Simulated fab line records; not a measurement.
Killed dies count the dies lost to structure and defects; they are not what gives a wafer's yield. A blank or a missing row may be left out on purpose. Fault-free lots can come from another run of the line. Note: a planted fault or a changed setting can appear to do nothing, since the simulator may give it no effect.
Code-filled problem report in 8D (eight disciplines) form -- flow n5_finfet -- the parts of the form that need people (team, actions taken, sign-off) are left out

1. THE ISSUE
spin_speed_rpm at N5_GATE_CUT_COAT_07 reads a mean of 1604.9 rpm on 6 wafers of 2 lots; wafers without a fault read 1499.9 rpm with a standard deviation of 1. So: +99 or more standard deviations from the usual mean.
The step: resist thk 30 nm.
Seen first at day 6 06:46 on litho_track-03, wafer L715.1. Wafers with a number at this step in the record: 27, from 9 lots. The rule behind "out" and "out of limits": a value lying over 4 standard deviations away from the usual mean. The rest of the wafers with a number are treated as sound.

2. WHAT IT IS; WHAT IT IS NOT
question,is,is not
which readings at this step,spin_speed_rpm,-
which lots,"L715, L717","L708, L716, L726, L728, L729, L730, L731"
which wafers of those lots,all that have a number,-
read on which tools,litho_track-03,litho_track-01
when,from day 6 06:46,"up to then (3 sound wafers); but 18 sound wafers of L716, L726, L728, L729, L730, L731 came after"

3. THE SUSPECTS, EACH WITH WHAT RULES IT OUT
Counting: any tool at a process step up to the reading is kept as a suspect provided that every lot that is out went through it and no sound lot did after the first of them.
- litho_track-03 at N5_GATE_CUT_COAT_07 (resist thk 30 nm): ruled out as a lasting fault. The sound lots L726, L730, L729, L728, L731 went through it after L715, its earliest lot that is out (day 6 06:46).
Left after counting: nothing in the record.

4. THE CAUSE (what the simulator had put in)
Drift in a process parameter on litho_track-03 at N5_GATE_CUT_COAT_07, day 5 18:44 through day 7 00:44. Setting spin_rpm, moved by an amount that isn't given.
Counting ruled it out, wrongly.

5. THE CHAIN OF EFFECTS, in route order
One row per reading whose mean, taken over the struck wafers that have a number, lies over 3 standard deviations from the usual. Scope: only readings with a usual standard deviation given in the record; hours: median across lots of the time from each lot's start at the first step in this table that gives one to its start at this step; sigmas: change in usual standard deviations.
hours,step,reading,usual,on struck wafers,change,sigmas
0,N5_GATE_CUT_COAT_07,spin_speed_rpm,1499.9 rpm,1604.9,+105.0,+99 or more
It contains these process steps:
- N5_GATE_CUT_COAT_07: resist thk 30 nm.
At these later measuring or inspecting steps, every struck wafer for which the step has a row has a number for every such reading, and none has moved that far: N5_BEOL_M4_RC_MEAS_101.

6. HOW IT WOULD HAVE BEEN CAUGHT EARLIER
12 hours passed between the start of the fault at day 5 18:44 and the first reading out of limits in this record, taken at day 6 06:46.
